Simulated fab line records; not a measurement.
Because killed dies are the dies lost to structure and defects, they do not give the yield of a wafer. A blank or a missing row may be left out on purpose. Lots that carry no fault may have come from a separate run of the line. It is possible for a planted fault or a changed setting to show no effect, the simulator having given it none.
What tool caused it? | flow nandHarc | Sampling: 13 lots, 39 wafers, 5 of 1159 route steps

== WHAT THE GAUGES READ, wafer by wafer ==
NHARC_END_SORT_01.
lot  | measured     | on        | killedAtArray | killedAtOther | killedAtPeriphery | killedDies | killedOpen | killedShort
L902 | day 22 14:51 | prober-02 | 30 22 32      | 0 1 0         | 3 2 1             | 33 25 33   | 4 5 7      | 5 1 1
L906 | day 23 11:34 | prober-02 | 56 45 39      | 0 1 0         | 1 1 4             | 57 47 43   | 1 2 5      | 3 4 1
L905 | day 24 02:16 | prober-01 | 19 16 16      | 0 0 0         | 5 9 3             | 24 25 19   | 4 3 2      | 4 4 5

== WHICH TOOL RAN EACH LOT (tool, then ch and the chambers of the sampled wafers, then the start) ==
lot  | NHARC_A_CONTACT_ETCH_126           | NHARC_A_CONTACT_DEP_85          | NHARC_A_CONTACT_SOFTBAKE_03      | NHARC_A_CONTACT_ETCH_89
L888 | harCapEtch-02 ch 0,1, day 16 22:57 | pecvd-03 ch 1,2, day 17 03:23   | lithoTrack-06 ch 0, day 17 03:00 | rieDiel-05 ch 0,2, no start
L889 | harCapEtch-03 ch 0,1, day 17 07:44 | pecvd-03 ch 0,1,2, day 17 13:10 | lithoTrack-06 ch 0, day 17 13:00 | rieDiel-05 ch 0,3, no start
L893 | harCapEtch-01 ch 0,1, day 17 08:35 | pecvd-02 ch 1,2, day 17 14:22   | lithoTrack-04 ch 0, day 17 14:00 | rieDiel-13 ch 2,3, no start
L894 | harCapEtch-01 ch 1, day 17 16:29   | pecvd-02 ch 1,2, day 17 22:53   | lithoTrack-01 ch 0, day 17 23:00 | rieDiel-05 ch 1,3, no start
L892 | harCapEtch-02 ch 0,1, day 18 07:34 | pecvd-02 ch 0,2, day 18 12:56   | lithoTrack-04 ch 0, day 18 13:00 | rieDiel-05 ch 0,2,3, no start
L898 | harCapEtch-03 ch 0,1, day 19 18:17 | pecvd-03 ch 0,1,2, day 20 02:03 | lithoTrack-04 ch 0, day 20 02:00 | rieDiel-07 ch 0,2, no start
L902 | harCapEtch-01 ch 0,1, day 20 03:38 | pecvd-03 ch 1,2, day 20 10:04   | lithoTrack-06 ch 0, day 20 10:00 | rieDiel-05 ch 1,2,3, day 22 14:51 or earlier
L903 | harCapEtch-03 ch 0,1, day 20 09:14 | pecvd-03 ch 0,1, day 20 13:19   | lithoTrack-01 ch 0, day 20 13:00 | rieDiel-05 ch 0,1,2, no start
L906 | harCapEtch-02 ch 0,1, day 20 14:06 | pecvd-02 ch 0,2, day 20 18:19   | lithoTrack-04 ch 0, day 20 18:00 | rieDiel-07 ch 1,2, day 23 11:34 or earlier
L907 | harCapEtch-03 ch 0,1, day 20 16:56 | pecvd-04 ch 0,1,2, day 20 20:59 | lithoTrack-06 ch 0, day 20 21:00 | rieDiel-07 ch 1,2,3, no start
L905 | harCapEtch-02 ch 0,1, day 20 18:31 | pecvd-04 ch 0,2, day 20 22:58   | lithoTrack-01 ch 0, day 20 23:00 | rieDiel-13 ch 0,1,3, day 24 02:16 or earlier
L908 | harCapEtch-01 ch 0,1, day 22 03:23 | pecvd-03 ch 0,1, day 22 07:24   | lithoTrack-06 ch 0, day 22 07:00 | rieDiel-05 ch 0,2, no start
L911 | harCapEtch-03 ch 0,1, day 22 06:55 | pecvd-03 ch 1,2, day 22 11:04   | lithoTrack-04 ch 0, day 22 11:00 | rieDiel-05 ch 1,2, no start
- NHARC_A_CONTACT_ETCH_126: etches the open film in C4F8/O2/Ar, time 155 s, target depth 956 nm.
- NHARC_A_CONTACT_DEP_85: deposits SiON, target thk 50 nm.
- NHARC_A_CONTACT_SOFTBAKE_03: time 55 s.
- NHARC_A_CONTACT_ETCH_89: etches the open film in N2/H2, target depth 260 nm, time 475.3 s.

== WHAT THE TOOLS THEMSELVES READ (means of the sampled wafers that have a number; where no wafer has one, the mark that the record gives instead) ==
NHARC_A_CONTACT_ETCH_126.
lot  | tool          | oesAirLineAu (a.u.)
L888 | harCapEtch-02 | 0.998
L889 | harCapEtch-03 | 0.999
L893 | harCapEtch-01 | 1.030
L894 | harCapEtch-01 | 0.995
L892 | harCapEtch-02 | 0.993
L898 | harCapEtch-03 | 0.986
L902 | harCapEtch-01 | 0.981
L903 | harCapEtch-03 | 0.995
L906 | harCapEtch-02 | 1.004
L907 | harCapEtch-03 | 1.013
L905 | harCapEtch-02 | 0.970
L908 | harCapEtch-01 | 0.953
L911 | harCapEtch-03 | 0.989

NHARC_A_CONTACT_DEP_85.
lot  | tool     | heaterPowerW (W)
L888 | pecvd-03 | 793
L889 | pecvd-03 | 723
L893 | pecvd-02 | 644
L894 | pecvd-02 | 615
L892 | pecvd-02 | 673
L898 | pecvd-03 | 759
L902 | pecvd-03 | 781
L903 | pecvd-03 | 790
L906 | pecvd-02 | 695
L907 | pecvd-04 | 786
L905 | pecvd-04 | 728
L908 | pecvd-03 | 748
L911 | pecvd-03 | 757

NHARC_A_CONTACT_SOFTBAKE_03.
lot  | tool          | heaterPowerTotalW (W)
L888 | lithoTrack-06 | 188.42
L889 | lithoTrack-06 | 188.38
L893 | lithoTrack-04 | 188.51
L894 | lithoTrack-01 | 188.49
L892 | lithoTrack-04 | 188.43
L898 | lithoTrack-04 | 188.49
L902 | lithoTrack-06 | 188.48
L903 | lithoTrack-01 | 191.18
L906 | lithoTrack-04 | 188.41
L907 | lithoTrack-06 | 188.44
L905 | lithoTrack-01 | 191.17
L908 | lithoTrack-06 | 188.45
L911 | lithoTrack-04 | 188.43

NHARC_A_CONTACT_ETCH_89.
lot  | tool       | drypumpMotorCurrentA (A) | n2FlowSccm (sccm) | oesProductAu (a.u.) | rfVppV (V) | showerheadPlenumPTorr (Torr) | throttleValvePct (%)
L888 | rieDiel-05 | 5.7                      | 150.6             | 1.010               | 430.1      | 2.03                         | 14.166
L889 | rieDiel-05 | 5.4                      | 150.1             | 1.003               | 429.8      | 2.04                         | 14.172
L893 | rieDiel-13 | 5.7                      | 149.8             | 0.997               | 433.2      | 2.14                         | 14.170
L894 | rieDiel-05 | 5.3                      | 149.9             | 0.997               | 431.1      | 2.07                         | 14.176
L892 | rieDiel-05 | 5.7                      | 149.9             | 1.006               | 429.7      | 2.01                         | 14.180
L898 | rieDiel-07 | 6.0                      | 150.0             | 1.016               | 429.2      | 2.02                         | 14.167
L902 | rieDiel-05 | 5.7                      | 150.5             | 0.999               | 430.6      | 2.00                         | 14.175
L903 | rieDiel-05 | 5.7                      | 150.0             | 0.992               | 430.1      | 2.02                         | 14.171
L906 | rieDiel-07 | 5.9                      | 149.9             | 0.998               | 430.1      | 2.02                         | 14.173
L907 | rieDiel-07 | 5.9                      | 150.1             | 1.001               | 431.1      | 2.03                         | 14.176
L905 | rieDiel-13 | 5.6                      | 149.8             | 0.997               | 433.4      | 2.14                         | 14.182
L908 | rieDiel-05 | 6.1                      | 150.0             | 1.019               | 429.2      | 1.97                         | 14.178
L911 | rieDiel-05 | 6.0                      | 150.0             | 1.009               | 428.7      | 1.97                         | 14.169

== THE ANSWER, worked out from the rows above alone ==
Rule: usual is defined by the lots themselves. The widest of any qualifying gaps counts: lots, ordered by their means at a reading, are off when they make up no more than a third of the lots, leave a main group of 4 or more, and stand apart from it by 3 or more times the standard deviation of that group's means. A main group whose means are all the same, to the digits that the tables above print for the reading, isn't used. Also off: a lot with no number at a reading for which 4 or more lots have one. Any other lot the step has rows for is counted as sound. First the gauges in route order, then the tools' own readings, where a lot's mean is used as printed above. The first step at which some lot is off is used, and at that step the reading that is off furthest; a lot without a number counts as furthest.
Off: L903, L905 (NHARC_A_CONTACT_SOFTBAKE_03, heaterPowerTotalW). The main group has a mean of 188.45 W with a standard deviation of 0.038.
If a tool, at that step or one of the process steps before it, ran each lot that is off and ran no sound lot following the first of them, it fits. One fits: NHARC_A_CONTACT_SOFTBAKE_03 on lithoTrack-01. A fault onset in the window from L894 (day 17 23:00, its last sound lot) to L903 (day 20 13:00, its first lot off) fits.
The tool's own readings at NHARC_A_CONTACT_SOFTBAKE_03 bear it out: on the lots that are off they differ by more than 5 times the standard deviation of the sound lots' means. heaterPowerTotalW reads 191.18 W there against 188.45 W on the sound lots.

== WHAT HAD BEEN PUT IN BY THE SIMULATOR ==
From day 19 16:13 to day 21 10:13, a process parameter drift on lithoTrack-01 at NHARC_A_CONTACT_SOFTBAKE_03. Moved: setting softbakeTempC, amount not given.
Lots struck among those shown: L905, L903. Same finding as the rule above.
